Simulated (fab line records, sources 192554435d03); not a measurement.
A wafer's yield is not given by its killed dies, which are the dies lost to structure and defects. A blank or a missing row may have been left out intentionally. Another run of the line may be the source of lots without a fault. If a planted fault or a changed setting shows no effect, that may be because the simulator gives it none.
A lot that was struck, set against a sound lot | flow n5-finfet | 37 steps out of a route of 1938
Sound: wafers L592.1, L592.3, L592.6. Struck: wafers L584.3, L584.5, L584.6. At the end, the cause is stated.
Per side, at each step with rows, come the tool, then ch with its chambers, and then its first start. Under that, the readings that differ: sound wafers | struck wafers | difference of the means | sigmas: that difference in standard deviations of wafers without a fault.
alike: readings with means less than 2 such deviations apart, plus words and numbers identical on both sides. not compared: withheld readings, readings lacking a value on some wafer, bounds such as >300 that could conceal the same value, and numbers that have no deviation in the record and whose values overlap.
The two part at a step that has a row with sigmas, a row that says differs or no value, or rows on one side only. Numbers that have no deviation but don't overlap get no sigmas and don't part them. A reading missing from all wafers of one side parts the sides only when that side holds two or more wafers.

first, 9 steps without rows for these wafers: N5_BEOL_M1_ANNEAL_95 (time 240 s); N5_BEOL_M1_SPUTTER_96 (material Cu, target thk 4.5 nm, time 8.29 s); N5_BEOL_M1_ECD_50 (material Cu, target thk 300 nm); N5_BEOL_M1_ANNEAL_51 (time 90 s); N5_BEOL_M1_CMP_52 (polishes, stops on SiOC, t overpolish 6.8 s, target thk 40 nm); N5_BEOL_M1_PRE_CLEAN_60 (time 15 s); N5_BEOL_M1_CO_CAP_55 (material Co, precursor CCTBA/H2, target thk 2 nm, time 102.1 s); N5_BEOL_M1_PRE_CLEAN_56 (time 15 s); N5_BEOL_M1_DEP_57 (deposits SiCN from 3MS/NH3, target thk 8 nm, time 14 s).
N5_BEOL_M2_ILD_DEP_00: deposits SiOC from DEMS/O2, target thk 79 nm, time 15.3 s.
  sound on pecvd-01 ch 0,1,2, day 11 00:52; struck on pecvd-02 ch 0,1, day 9 22:43
  no value came back on the struck wafers for any of 5 readings (chamber-pressure-Torr (Torr), heater-power-outer-w (W) and others); on the sound wafers chamber-pressure-Torr (Torr) reads 4.988 5.004 4.994
then, 24 steps without rows for these wafers: N5_BEOL_M2_PECVD_72 (deposits SiO2 from TEOS/O2, target thk 16 nm, time 18 s); N5_BEOL_M2_HM_DEP_02 (deposits TiN, target thk 20 nm); N5_BEOL_M2_COAT_61 (time 60 s, resist thk 60 nm); N5_BEOL_M2_COAT_62 (time 60 s, resist thk 12 nm); N5_BEOL_M2_COAT_73 (time 60 s, resist thk 5 nm); N5_BEOL_M2_COAT_05 (resist thk 30 nm); N5_BEOL_M2_EBR_07; N5_BEOL_M2_SOFTBAKE_06 (time 60 s); N5_BEOL_M2_EXPOSE_08 (exposes mask M2); N5_BEOL_M2_PEB_09 (peb time 60 s); N5_BEOL_M2_DEVELOP_10 (develop time 30 s); N5_BEOL_M2_DESCUM_16 (chemistry O2, time 7 s); N5_BEOL_M2_ETCH_74 (etches underlayer in N2/H2, target depth 6.5 nm, time 5.2 s); N5_BEOL_M2_ETCH_63 (etches SiARC in CF4, target depth 15.6 nm, time 26 s); N5_BEOL_M2_ETCH_64 (etches SOC in N2/H2, target depth 75 nm, overetch 22.5 nm, time 121.9 s); N5_BEOL_M2_STRIP_65 (strips in N2/H2); N5_BEOL_M2_STRIP_75 (strips in N2/H2); N5_BEOL_M2_STRIP_66 (strips in CF4); N5_BEOL_M2_HM_OPEN_17 (chemistry Cl2/BCl3, target TiN, target depth 20 nm, overetch 6 nm); N5_BEOL_M2_STRIP_19 (strips in O2); N5_BEOL_M2_COAT_67 (time 60 s, resist thk 60 nm); N5_BEOL_M2_COAT_68 (time 60 s, resist thk 12 nm); N5_BEOL_M2_COAT_76 (time 60 s, resist thk 5 nm); N5_BEOL_M2_COAT_22 (resist thk 30 nm).
N5_BEOL_M2_OCD_MEAS_38:
  sound on ocd-01, day 11 07:02; struck on ocd-02, day 10 06:46
  reading              | sound          | struck | difference                    | sigmas
  trench-depth-nm (nm) | 52.0 57.3 55.7 | - - -  | no value on the struck wafers |
N5_BEOL_M4_RC_MEAS_101:
  the record has rows for the sound wafers here (prober-02 ch 0, day 12 15:29) and none for the struck ones
-- here the record skips 6 days between the struck wafers' starts before and after, leaving off in module BEOL_M4 and picking up in module PASSIVATION (first step shown: number 1936 of the route) --
N5_PASSIVATION_PROBE_49:
  sound on prober-02, day 17 15:07; struck on prober-01, day 16 11:40
  reading                  | sound          | struck         | difference | sigmas
  defect-limited-yield (%) | 93.6 93.1 92.3 | 0 0 0          | -93        | -66
  killed_at_M0_to_M3       | 30 24 26       | 1169 1172 1170 | +1144      | +99 or more
  killed-at-front-end      | 32 27 38       | 6 4 5          | -27        | -2
  killed-dies              | 75 82 91       | 1180 1180 1180 | +1097      | +65
  killed-on-rim            | 6 9 15         | 152 152 152    | +142       | +36
  killed-open              | 48 51 58       | 8 6 11         | -44        | -4
  killed-short             | 27 28 32       | 5 7 2          | -24        | -3
  sort_bin_5_function (%)  | 4.2 4.0 5.2    | 71.6 74.6 73.7 | +68.8      | +73
  sort-n-pass              | 1105 1098 1089 | 0 0 0          | -1097      | -46
  sort-yield-pct (%)       | 93.6 93.1 92.3 | 0 0 0          | -93        | -46
  alike: killed_at_M4_up, killed-at-contacts, killed-at-other, sort_bin_6_memory

== WHERE THEY PART ==
Last at N5_PASSIVATION_PROBE_49 as far as this record goes, first at N5_BEOL_M2_ILD_DEP_00.

WHY: the cause the simulator had injected
At N5_BEOL_M2_ILD_DEP_00, the step was skipped entirely on pecvd-02 from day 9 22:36 on. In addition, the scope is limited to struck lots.
